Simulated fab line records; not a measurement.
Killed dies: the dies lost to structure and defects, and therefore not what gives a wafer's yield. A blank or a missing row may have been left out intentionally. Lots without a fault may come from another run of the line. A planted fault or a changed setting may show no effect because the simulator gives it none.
fab line records -- flow nandHarc -- part 1 of 2: steps 1 to 23 of 35
record lots=5, wafers=15, lastDay=30
route steps=1302 shown P_M0@255 P_M1@285
lots that met no fault: from a run of the same line without faults
startH: hours from the record's first day to the start of the lot's first wafer shown -- waitH: hours from the lot's prior step to this one -- " the same as in the row above -- L1.1+2: a row that stands for several wafers -- - no value, or no start given -- * or withheld: withheld -- < > ~ a bound
route shown NAME@n: NAME is a module with steps in the file, n the number in the route of the first one -- usual: mean/standard deviation of fault-free wafers -- same: alike in all rows -- chamber/n: place in a boat -- sites: per-site readings -- _std_site: standard deviation of those values -- _edge_site: mean of outer sites minus mean of inner sites -- radiusMm: for every site, how far away it sits from the centre of the wafer -- mask NAME#n: copy n -- behind: the last tool/chamber to shape the wafer -- hold: why the lot was held/for how many hours/how that ended -- device: which transistor (n, p or np) failed to switch -- end of line: at the end of the route, the tests of the same wafers -- where a step has no rows: the recipe by itself -- killed: count of dies lost to structure and defects at first sort (not the wafer's yield) -- map: dies across one wafer; x = killed, . = not, _ = none there
set.NAME: setting as actually run; set.NAME@STEP: the setting as run at that earlier step -- model.NAME: the simulator's own value behind a step, which no gauge read
a table for each step, a row for each wafer; lots at some steps of the route
services: a tool's chamber out of use, with start hour (startH, from the record's first day; less than 0 if before it), hours out, and reason
## steps
# step NHARC_P_M0_HMDS_02
# recipe timeS=30
# usual resistLineTempC=23.00/0.1
lot.wafer,tool,chamber,startH,waitH,resistLineTempC
L078.1,lithoTrack-06,0,-,-,23.11
L078.4,lithoTrack-06,0,-,-,23.15
L078.5,lithoTrack-06,0,-,-,23.11
L081.1,lithoTrack-01,0,-,-,23.19
L081.5,lithoTrack-01,0,-,-,23.20
L081.6,lithoTrack-01,0,-,-,23.14
L083.1,lithoTrack-06,0,-,-,22.98
L083.2,lithoTrack-06,0,-,-,23.00
L083.5,lithoTrack-06,0,-,-,23.05
L085.1,lithoTrack-01,0,-,-,22.94
L085.3,lithoTrack-01,0,-,-,22.97
L085.4,lithoTrack-01,0,-,-,22.90
L089.1,lithoTrack-06,0,-,-,23.06
L089.3,lithoTrack-06,0,-,-,22.91
L089.4,lithoTrack-06,0,-,-,23.00
# step NHARC_P_M0_COAT_33
# recipe tempC=200, timeS=65
# usual resistLineTempC=23.01/0.12
lot.wafer,tool,chamber,startH,waitH,resistLineTempC
L078.1,lithoTrack-06,0,-,-,22.78
L078.4,lithoTrack-06,0,-,-,22.86
L078.5,lithoTrack-06,0,-,-,22.98
L081.1,lithoTrack-01,0,-,-,22.88
L081.5,lithoTrack-01,0,-,-,22.86
L081.6,lithoTrack-01,0,-,-,22.84
L083.1,lithoTrack-06,0,-,-,23.14
L083.2,lithoTrack-06,0,-,-,23.08
L083.5,lithoTrack-06,0,-,-,23.01
L085.1,lithoTrack-01,0,-,-,22.96
L085.3,lithoTrack-01,0,-,-,22.96
L085.4,lithoTrack-01,0,-,-,23.05
L089.1,lithoTrack-06,0,-,-,23.03
L089.3,lithoTrack-06,0,-,-,22.95
L089.4,lithoTrack-06,0,-,-,23.12
# step NHARC_P_M0_COAT_03
# recipe spinRpm=1500, resistThkNm=90
# usual resistLineTempC=23.01/0.12
lot.wafer,tool,chamber,startH,waitH,resistLineTempC
L078.1,lithoTrack-06,0,-,-,23.11
L078.4,lithoTrack-06,0,-,-,23.16
L078.5,lithoTrack-06,0,-,-,23.13
L081.1,lithoTrack-01,0,-,-,23.01
L081.5,lithoTrack-01,0,-,-,23.09
L081.6,lithoTrack-01,0,-,-,23.08
L083.1,lithoTrack-06,0,-,-,23.06
L083.2,lithoTrack-06,0,-,-,23.11
L083.5,lithoTrack-06,0,-,-,23.10
L085.1,lithoTrack-01,0,-,-,22.89
L085.3,lithoTrack-01,0,-,-,22.82
L085.4,lithoTrack-01,0,-,-,22.87
L089.1,lithoTrack-06,0,-,-,23.00
L089.3,lithoTrack-06,0,-,-,22.99
L089.4,lithoTrack-06,0,-,-,22.94
# step NHARC_P_M0_SOFTBAKE_04
# recipe tempC=105, timeS=55
# usual resistLineTempC=22.98/0.1
lot.wafer,tool,chamber,startH,waitH,resistLineTempC
L078.1,lithoTrack-06,0,-,-,22.83
L078.4,lithoTrack-06,0,-,-,23.00
L078.5,lithoTrack-06,0,-,-,23.01
L081.1,lithoTrack-01,0,-,-,23.16
L081.5,lithoTrack-01,0,-,-,23.14
L081.6,lithoTrack-01,0,-,-,23.03
L083.1,lithoTrack-06,0,-,-,22.93
L083.2,lithoTrack-06,0,-,-,22.91
L083.5,lithoTrack-06,0,-,-,22.94
L085.1,lithoTrack-01,0,-,-,23.05
L085.3,lithoTrack-01,0,-,-,22.96
L085.4,lithoTrack-01,0,-,-,22.82
L089.1,lithoTrack-06,0,-,-,23.12
L089.3,lithoTrack-06,0,-,-,23.00
L089.4,lithoTrack-06,0,-,-,22.92
# step NHARC_P_M0_EBR_05
# usual resistLineTempC=23.04/0.094
lot.wafer,tool,chamber,startH,waitH,resistLineTempC
L078.1,lithoTrack-06,0,-,-,23.10
L078.4,lithoTrack-06,0,-,-,22.95
L078.5,lithoTrack-06,0,-,-,23.05
L081.1,lithoTrack-01,0,-,-,22.98
L081.5,lithoTrack-01,0,-,-,22.96
L081.6,lithoTrack-01,0,-,-,23.10
L083.1,lithoTrack-06,0,-,-,23.10
L083.2,lithoTrack-06,0,-,-,22.97
L083.5,lithoTrack-06,0,-,-,23.03
L085.1,lithoTrack-01,0,-,-,23.07
L085.3,lithoTrack-01,0,-,-,23.06
L085.4,lithoTrack-01,0,-,-,22.98
L089.1,lithoTrack-06,0,-,-,23.07
L089.3,lithoTrack-06,0,-,-,22.98
L089.4,lithoTrack-06,0,-,-,22.83
# step NHARC_P_M0_EXPOSE_06
# recipe na=1.35, targetCdNm=90, doseMj=81.28, maskId=P_M0
lot.wafer,tool,chamber,startH,waitH,mask
L078.1+4+5,arfiScanner-03,0,157.68,-,P_M0#0
L081.1+5+6,arfiScanner-01,0,188.05,-,P_M0#0
L083.1+2+5,arfiScanner-03,0,208.08,-,P_M0#0
L085.1+3+4,arfiScanner-03,0,230.11,-,P_M0#0
L089.1+3+4,arfiScanner-03,0,265.10,-,P_M0#0
# step NHARC_P_M0_PEB_07
# recipe pebTempC=100, pebTimeS=65
# usual resistLineTempC=22.99/0.11
lot.wafer,tool,chamber,startH,waitH,resistLineTempC
L078.1,lithoTrack-04,0,157.74,0.1,22.97
L078.4,lithoTrack-04,0,157.74,0.1,22.94
L078.5,lithoTrack-04,0,157.74,0.1,22.94
L081.1,lithoTrack-04,0,188.11,0.1,23.19
L081.5,lithoTrack-04,0,188.11,0.1,23.14
L081.6,lithoTrack-04,0,188.11,0.1,23.15
L083.1,lithoTrack-06,0,208.14,0.1,22.95
L083.2,lithoTrack-06,0,208.14,0.1,23.00
L083.5,lithoTrack-06,0,208.14,0.1,22.87
L085.1,lithoTrack-04,0,230.17,0.1,22.85
L085.3,lithoTrack-04,0,230.17,0.1,22.86
L085.4,lithoTrack-04,0,230.17,0.1,23.12
L089.1,lithoTrack-01,0,265.16,0.1,23.02
L089.3,lithoTrack-01,0,265.16,0.1,22.98
L089.4,lithoTrack-01,0,265.16,0.1,23.18
# step NHARC_P_M0_DEVELOP_08
# recipe developTimeS=35, devTempC=23
# usual resistLineTempC=23.00/0.1
lot.wafer,tool,chamber,startH,waitH,resistLineTempC
L078.1,lithoTrack-04,0,-,-,23.02
L078.4,lithoTrack-04,0,-,-,22.93
L078.5,lithoTrack-04,0,-,-,23.04
L081.1,lithoTrack-04,0,-,-,23.07
L081.5,lithoTrack-04,0,-,-,23.04
L081.6,lithoTrack-04,0,-,-,22.94
L083.1,lithoTrack-06,0,-,-,22.93
L083.2,lithoTrack-06,0,-,-,22.97
L083.5,lithoTrack-06,0,-,-,23.08
L085.1,lithoTrack-04,0,-,-,23.09
L085.3,lithoTrack-04,0,-,-,23.21
L085.4,lithoTrack-04,0,-,-,23.13
L089.1,lithoTrack-01,0,-,-,22.93
L089.3,lithoTrack-01,0,-,-,23.04
L089.4,lithoTrack-01,0,-,-,22.98
# step NHARC_P_M0_CD_MEAS_09
# recipe targetCdNm=90, landingEnergyEv=500
# usual cdNm=89.8/0.72
lot.wafer,tool,chamber,startH,waitH,cdNm
L078.1,cdSem-03,0,157.82,-,91.4
L078.4,cdSem-03,0,157.82,-,90.0
L078.5,cdSem-03,0,157.82,-,89.0
L081.1,cdSem-03,0,188.19,-,88.4
L081.5,cdSem-03,0,188.19,-,89.4
L081.6,cdSem-03,0,188.19,-,88.4
L083.1,cdSem-01,0,208.22,-,89.8
L083.2,cdSem-01,0,208.22,-,90.1
L083.5,cdSem-01,0,208.22,-,89.9
L085.1,cdSem-03,0,230.25,-,90.5
L085.3,cdSem-03,0,230.25,-,89.7
L085.4,cdSem-03,0,230.25,-,91.0
L089.1,cdSem-02,0,265.24,-,90.3
L089.3,cdSem-02,0,265.24,-,89.1
L089.4,cdSem-02,0,265.24,-,89.3
# step NHARC_P_M0_OVL_MEAS_10
# recipe pitchNm=180
# usual overlayXNm=-0.1/0.7, overlayYNm=0.1/0.8
lot.wafer,tool,chamber,startH,waitH,overlayXNm,overlayYNm
L078.1,overlay-02,-,157.91,-,-0.1,-1.1
L078.4,overlay-02,-,157.91,-,0.4,-1.0
L078.5,overlay-02,-,157.91,-,-0.3,-1.0
L081.1,overlay-01,-,188.28,-,0.2,-1.0
L081.5,overlay-01,-,188.28,-,-0.1,-0.5
L081.6,overlay-01,-,188.28,-,0.3,0.1
L083.1,overlay-02,-,208.31,-,0.0,-0.4
L083.2,overlay-02,-,208.31,-,0.3,-0.3
L083.5,overlay-02,-,208.31,-,0.4,-0.8
L085.1,overlay-01,-,230.34,-,0.0,-0.4
L085.3,overlay-01,-,230.34,-,0.0,0.3
L085.4,overlay-01,-,230.34,-,-0.3,-0.4
L089.1,overlay-01,-,265.33,-,-0.6,1.3
L089.3,overlay-01,-,265.33,-,-0.3,0.9
L089.4,overlay-01,-,265.33,-,-0.5,1.0
# step NHARC_P_M0_INSPECT_11
# usual rawDefectCount=4.5/2.4
lot.wafer,tool,chamber,startH,waitH,rawDefectCount
L078.1,defectInspect-01,-,157.94,0.0,5
L078.4,defectInspect-01,-,157.94,0.0,9
L078.5,defectInspect-01,-,157.94,0.0,2
L081.1,defectInspect-02,-,188.31,0.0,4
L081.5,defectInspect-02,-,188.31,0.0,5
L081.6,defectInspect-02,-,188.31,0.0,5
L083.1,defectInspect-01,-,208.34,0.0,5
L083.2,defectInspect-01,-,208.34,0.0,3
L083.5,defectInspect-01,-,208.34,0.0,6
L085.1,defectInspect-01,-,230.38,0.0,3
L085.3,defectInspect-01,-,230.38,0.0,9
L085.4,defectInspect-01,-,230.38,0.0,7
L089.1,defectInspect-01,-,265.36,0.0,1
L089.3,defectInspect-01,-,265.36,0.0,1
L089.4,defectInspect-01,-,265.36,0.0,4
# step NHARC_P_M0_DESCUM_14
# recipe timeS=3, o2FlowSccm=200, arFlowSccm=0, biasPowerW=0, chemistry=O2
# usual drypumpMotorCurrentA=5.8/0.37, mfcArSccm=0.010/0.012, oesProductAu=1.000/0.012, rfVppV=57.8/0.84, showerheadPlenumPTorr=1.93/0.055, throttleValvePct=11.310/0.0086
lot.wafer,tool,chamber,startH,waitH,drypumpMotorCurrentA,mfcArSccm,oesProductAu,rfHoursCounterH,rfVppV,showerheadPlenumPTorr,throttleValvePct
L078.4,rieDiel-10,3,158.01,0.1,6.2,0,1.000,32,58.1,1.90,11.310
L078.1,rieDiel-10,0,158.01,0.1,5.7,0,0.980,38,57.8,1.90,11.297
L078.5,rieDiel-10,2,158.01,0.1,5.8,0.003,0.977,-,58.3,1.90,11.329
L081.1,rieDiel-10,0,188.37,0.1,5.7,0,0.980,52,57.3,1.89,11.300
L081.6,rieDiel-10,0,188.37,0.1,5.7,0,0.983,-,57.5,1.89,11.322
L081.5,rieDiel-10,1,188.37,0.1,5.0,0.002,0.994,-,57.4,1.97,11.320
L083.1,rieDiel-11,3,208.41,0.1,6.2,0,1.006,21,58.3,2.02,11.325
L083.2,rieDiel-11,0,208.41,0.1,5.8,0,1.013,21,57.9,1.89,11.311
L083.5,rieDiel-11,3,208.41,0.1,6.2,0,0.999,-,57.9,2.02,11.322
L085.3,rieDiel-11,3,230.48,0.1,6.2,0,0.999,26,58.8,2.02,11.305
L085.1,rieDiel-11,1,230.48,0.1,6.0,0.014,1.013,26,58.4,1.96,11.310
L085.4,rieDiel-11,3,230.48,0.1,6.2,0,0.994,-,57.6,2.02,11.305
L089.3,rieDiel-11,3,265.43,0.1,6.2,0,1.031,0,58.1,2.02,11.305
L089.1,rieDiel-11,2,265.43,0.1,5.3,0.014,0.997,0,58.8,1.97,11.292
L089.4,rieDiel-11,2,265.43,0.1,5.3,0.014,1.012,-,57.9,1.97,11.298
# step NHARC_P_M0_ETCH_34
# recipe targetDepthA=400, overetchA=120, timeS=43.94, ionEnergyEv=200, n2FlowSccm=150, h2FlowSccm=150, arFlowSccm=0, rfW=400, biasW=150, chemistry=N2/H2
# usual drypumpMotorCurrentA=5.8/0.36, mfcArSccm=0.010/0.012, n2FlowSccm=150.1/0.41, oesProductAu=1.002/0.012, rfVppV=430.9/1.9, showerheadPlenumPTorr=2.06/0.062, throttleValvePct=14.171/0.009
lot.wafer,tool,chamber,startH,waitH,drypumpMotorCurrentA,mfcArSccm,n2FlowSccm,oesProductAu,rfHoursCounterH,rfVppV,showerheadPlenumPTorr,throttleValvePct
L078.1,rieDiel-10,3,158.14,0.1,6.2,0,150.0,1.004,32,431.8,2.03,14.181
L078.4,rieDiel-10,0,158.14,0.1,5.7,0,150.4,0.980,38,428.7,2.02,14.167
L078.5,rieDiel-10,0,158.14,0.1,5.7,0,150.2,0.974,-,429.7,2.02,14.169
L081.1,rieDiel-10,2,188.48,0.1,5.7,0.003,149.6,0.982,43,429.6,2.03,14.152
L081.5,rieDiel-10,3,188.48,0.1,6.2,0,150.0,1.002,-,430.7,2.02,14.161
L081.6,rieDiel-10,0,188.48,0.1,5.7,0,149.9,0.993,-,429.0,2.02,14.185
L083.1,rieDiel-11,3,208.50,0.1,6.2,0,150.2,1.003,21,433.4,2.16,14.172
L083.2,rieDiel-11,0,208.50,0.1,5.8,0,149.6,1.010,21,428.9,2.01,14.178
L083.5,rieDiel-11,2,208.50,0.1,5.4,0.014,150.2,1.003,-,431.0,2.10,14.154
L085.1,rieDiel-11,1,230.59,0.1,5.9,0.014,149.3,1.015,26,431.1,2.09,14.164
L085.3,rieDiel-11,2,230.59,0.1,5.3,0.014,150.5,0.993,25,432.8,2.10,14.163
L085.4,rieDiel-11,3,230.59,0.1,6.2,0,150.4,1.002,-,435.1,2.16,14.180
L089.3,rieDiel-11,3,265.53,0.1,6.2,0,149.7,1.024,0,433.1,2.16,14.168
L089.1,rieDiel-11,0,265.53,0.1,5.8,0,150.1,1.003,0,429.4,2.01,14.168
L089.4,rieDiel-11,2,265.53,0.1,5.4,0.014,150.2,1.004,-,432.4,2.10,14.185
# step NHARC_P_M0_ETCH_15
# recipe targetDepthA=1500, overetchA=150, timeS=82.5, c4f8FlowSccm=withheld, arFlowSccm=400, rfW=600, biasW=300, chemistry=C4F8/Ar
# usual oesProductAu=0.956/0.022, rfVppV=441.4/1.8
lot.wafer,tool,chamber,startH,waitH,oesProductAu,rfHoursCounterH,rfVppV
L078.4,rieDiel-10,2,-,-,0.923,31,440.7
L078.1,rieDiel-10,3,-,-,0.955,32,442.2
L078.5,rieDiel-10,2,-,-,0.930,-,441.7
L081.1,rieDiel-10,0,-,-,0.912,52,440.8
L081.6,rieDiel-10,3,-,-,0.936,-,439.4
L081.5,rieDiel-10,0,-,-,0.915,-,440.9
L083.2,rieDiel-11,1,-,-,0.999,23,440.8
L083.1,rieDiel-11,3,-,-,0.954,22,445.1
L083.5,rieDiel-11,1,-,-,0.999,-,443.6
L085.3,rieDiel-11,3,-,-,0.960,26,444.1
L085.1,rieDiel-11,1,-,-,0.985,26,442.8
L085.4,rieDiel-11,2,-,-,0.959,-,442.9
L089.3,rieDiel-11,2,-,-,0.955,0,442.6
L089.1,rieDiel-11,0,-,-,0.965,0,440.0
L089.4,rieDiel-11,2,-,-,0.954,-,442.4
# step NHARC_P_M0_CD_MEAS_16
# usual cdNm=89.3/1.1
lot.wafer,tool,chamber,startH,waitH,cdNm
L078.1,cdSem-01,-,158.37,-,90.4
L078.4,cdSem-01,-,158.37,-,91.1
L078.5,cdSem-01,-,158.37,-,89.1
L081.1,cdSem-01,-,188.69,-,87.2
L081.5,cdSem-01,-,188.69,-,89.3
L081.6,cdSem-01,-,188.69,-,87.1
L083.1,cdSem-01,-,208.70,-,88.3
L083.2,cdSem-01,-,208.70,-,90.8
L083.5,cdSem-01,-,208.70,-,90.9
L085.1,cdSem-03,-,230.82,-,90.2
L085.3,cdSem-03,-,230.82,-,89.6
L085.4,cdSem-03,-,230.82,-,89.9
L089.1,cdSem-03,-,265.77,-,89.3
L089.3,cdSem-03,-,265.77,-,88.4
L089.4,cdSem-03,-,265.77,-,88.4
# step NHARC_P_M0_STRIP_18
# recipe powerW=1000, n2FlowSccm=150, h2FlowSccm=150, arFlowSccm=0, biasW=0, chemistry=N2/H2
# usual drypumpMotorCurrentA=5.8/0.37, mfcArSccm=0.008/0.01, n2FlowSccm=149.9/0.47, oesProductAu=1.005/0.012, rfVppV=90.8/0.91, showerheadPlenumPTorr=2.07/0.06, throttleValvePct=14.172/0.009
lot.wafer,tool,chamber,startH,waitH,drypumpMotorCurrentA,mfcArSccm,n2FlowSccm,oesProductAu,rfHoursCounterH,rfVppV,showerheadPlenumPTorr,throttleValvePct
L078.4,rieDiel-11,1,158.49,0.1,6.0,0.014,149.6,1.017,14,91.2,2.09,14.174
L078.1,rieDiel-11,2,158.49,0.1,5.4,0.014,148.8,1.005,11,91.2,2.11,14.181
L078.5,rieDiel-11,3,158.49,0.1,6.2,0,149.7,1.008,-,90.9,2.17,14.164
L081.1,rieDiel-11,2,188.79,0.1,5.3,0.014,149.5,0.994,17,91.6,2.10,14.168
L081.5,rieDiel-11,2,188.79,0.1,5.3,0.014,149.3,0.998,-,90.8,2.10,14.179
L081.6,rieDiel-11,3,188.79,0.1,6.3,0,150.5,0.991,-,91.7,2.16,14.171
L083.2,rieDiel-11,3,208.80,0.1,6.2,0,151.3,0.996,22,92.5,2.16,14.162
L083.1,rieDiel-11,0,208.80,0.1,5.8,0,150.1,1.005,21,89.9,2.01,14.151
L083.5,rieDiel-11,3,208.80,0.1,6.2,0,149.6,1.001,-,90.3,2.16,14.169
L085.4,rieDiel-09,2,230.92,0.1,6.1,0.019,150.1,1.024,28,89.3,1.93,14.171
L085.3,rieDiel-09,0,230.92,0.1,6.0,0.015,150.7,1.022,25,90.7,2.03,14.164
L085.1,rieDiel-09,1,230.92,0.1,6.3,0.039,150.4,1.001,28,90.1,2.01,14.169
L089.4,rieDiel-10,2,265.84,0.1,5.7,0.003,149.4,0.996,4,90.5,2.02,14.153
L089.1,rieDiel-10,3,265.84,0.1,6.2,0,149.9,1.010,3,90.3,2.02,14.170
L089.3,rieDiel-10,0,265.84,0.1,5.8,0,149.3,1.008,4,90.1,2.01,14.171
# step NHARC_P_M0_STRIP_19
# recipe timeS=600, tempC=30, chemistry=postEtchResidueRemover
lot.wafer,tool,chamber,startH,waitH
L078.4+5+1,wetBench-09,"3,4,0",158.71,-
L081.6+5+1,wetBench-04,"2,3,4",189.08,-
L083.2+5+1,wetBench-04,"1,2,4",209.06,-
L085.1+3+4,wetBench-09,"1,5,6",231.19,-
L089.4+1+3,wetBench-09,"0,1,4",266.12,-
# step NHARC_P_M0_DEGAS_28
# recipe tempC=250, timeS=60
# usual heaterPowerW=337/27, susceptorTempC=250.00/0.19
lot.wafer,tool,chamber,startH,waitH,heaterPowerW,susceptorTempC
L078.1,pvdSputter-03,-,158.98,-,320,249.96
L078.4,pvdSputter-03,-,158.98,-,310,250.03
L078.5,pvdSputter-03,-,158.98,-,321,249.85
L081.1,pvdSputter-02,-,189.35,-,321,250.27
L081.5,pvdSputter-02,-,189.35,-,323,250.32
L081.6,pvdSputter-02,-,189.35,-,307,250.13
L083.1,pvdSputter-03,-,209.33,-,366,250.05
L083.2,pvdSputter-03,-,209.33,-,298,249.94
L083.5,pvdSputter-03,-,209.33,-,301,249.79
L085.3,pvdSputter-03,-,231.46,-,362,250.11
L085.1,pvdSputter-03,-,231.46,-,289,249.79
L085.4,pvdSputter-03,-,231.46,-,301,249.87
L089.4,pvdSputter-03,-,266.39,-,291,250.25
L089.1,pvdSputter-03,-,266.39,-,295,250.04
L089.3,pvdSputter-03,-,266.39,-,298,250.16
# step NHARC_P_M0_PRE_CLEAN_29
# recipe timeS=30, tempC=280, gas=H2/He
# usual heaterPowerW=414/33, susceptorTempC=280.00/0.21
lot.wafer,tool,chamber,startH,waitH,heaterPowerW,susceptorTempC
L078.4,pvdSputter-03,-,-,-,383,280.02
L078.1,pvdSputter-03,-,-,-,384,279.86
L078.5,pvdSputter-03,-,-,-,455,280.19
L081.1,pvdSputter-02,-,-,-,401,279.67
L081.5,pvdSputter-02,-,-,-,380,280.10
L081.6,pvdSputter-02,-,-,-,422,280.10
L083.2,pvdSputter-03,-,-,-,366,280.06
L083.1,pvdSputter-03,-,-,-,353,279.99
L083.5,pvdSputter-03,-,-,-,363,279.67
L085.4,pvdSputter-03,-,-,-,365,280.03
L085.3,pvdSputter-03,-,-,-,446,280.04
L085.1,pvdSputter-03,-,-,-,365,279.95
L089.3,pvdSputter-03,-,-,-,358,-
L089.4,pvdSputter-03,-,-,-,368,-
L089.1,pvdSputter-03,-,-,-,455,-
# step NHARC_P_M0_PVD_20
# recipe targetThkA=50, biasV=168.6, powerW=15000, chamberPressurePa=0.12, timeS=8.06, substrateTempC=50, material=TaN
# usual throttleValvePct=30.5/0.88
lot.wafer,tool,chamber,startH,waitH,throttleValvePct
L078.1,pvdSputter-03,-,-,-,30.4
L078.4,pvdSputter-03,-,-,-,29.4
L078.5,pvdSputter-03,-,-,-,30.9
L081.1,pvdSputter-02,-,-,-,30.8
L081.6,pvdSputter-02,-,-,-,30.4
L081.5,pvdSputter-02,-,-,-,30.7
L083.2,pvdSputter-03,-,-,-,31.4
L083.1,pvdSputter-03,-,-,-,29.7
L083.5,pvdSputter-03,-,-,-,31.7
L085.4,pvdSputter-03,-,-,-,29.4
L085.3,pvdSputter-03,-,-,-,31.1
L085.1,pvdSputter-03,-,-,-,31.5
L089.1,pvdSputter-03,-,-,-,29.1
L089.3,pvdSputter-03,-,-,-,31.0
L089.4,pvdSputter-03,-,-,-,31.7
# step NHARC_P_M0_PVD_21
# recipe targetThkA=300, chamberPressurePa=5, powerW=5000, substrateTempC=30, timeS=20.49, material=Cu
# usual throttleValvePct=30.5/0.88
lot.wafer,tool,chamber,startH,waitH,throttleValvePct
L078.4,pvdSputter-03,-,-,-,29.2
L078.1,pvdSputter-03,-,-,-,31.0
L078.5,pvdSputter-03,-,-,-,30.4
L081.1,pvdSputter-02,-,-,-,29.9
L081.6,pvdSputter-02,-,-,-,31.4
L081.5,pvdSputter-02,-,-,-,30.4
L083.1,pvdSputter-03,-,-,-,31.5
L083.2,pvdSputter-03,-,-,-,29.5
L083.5,pvdSputter-03,-,-,-,31.6
L085.4,pvdSputter-03,-,-,-,31.3
L085.1,pvdSputter-03,-,-,-,29.8
L085.3,pvdSputter-03,-,-,-,29.6
L089.3,pvdSputter-03,-,-,-,29.7
L089.4,pvdSputter-03,-,-,-,29.2
L089.1,pvdSputter-03,-,-,-,31.4
# step NHARC_P_M0_ECD_22
# recipe targetThkA=4000, bathTempC=25, material=Cu
lot.wafer,tool,chamber,startH,waitH
L078.1+4+5,ecdCu-01,"1,1,0",159.35,-
L081.1+6+5,ecdCu-01,"0,0,1",189.71,-
L083.2+1+5,ecdCu-02,"1,0,1",209.68,-
L085.1+3+4,ecdCu-02,"1,0,1",231.87,-
L089.1+3+4,ecdCu-01,"0,0,1",266.74,-
# step NHARC_P_M0_ANNEAL_30
# recipe tempC=225, timeS=90
# usual annealTempCMax=226.3/0.35, wafer_temp_C_max=226.6/0.57
lot.wafer,tool,chamber,startH,waitH,annealTempCMax,wafer_temp_C_max
L078.1,rtpAnneal-01,0,159.73,0.3,226.2,226.7
L078.4,rtpAnneal-01,0,159.73,0.3,226.4,226.8
L078.5,rtpAnneal-01,0,159.73,0.3,226.1,226.7
L081.1,rtpAnneal-01,0,190.09,0.3,226.6,227.0
L081.5,rtpAnneal-01,0,190.09,0.3,226.5,226.8
L081.6,rtpAnneal-01,0,190.09,0.3,226.4,227.1
L083.1,rtpAnneal-02,0,210.06,0.3,226.0,226.5
L083.2,rtpAnneal-02,0,210.06,0.3,225.9,226.3
L083.5,rtpAnneal-02,0,210.06,0.3,226.2,226.1
L085.1,rtpAnneal-02,0,232.20,-,226.1,226.1
L085.3,rtpAnneal-02,0,232.20,-,226.0,225.8
L085.4,rtpAnneal-02,0,232.20,-,226.1,226.3
L089.1,rtpAnneal-02,0,267.12,-,226.2,226.4
L089.3,rtpAnneal-02,0,267.12,-,226.3,226.3
L089.4,rtpAnneal-02,0,267.12,-,225.9,226.5
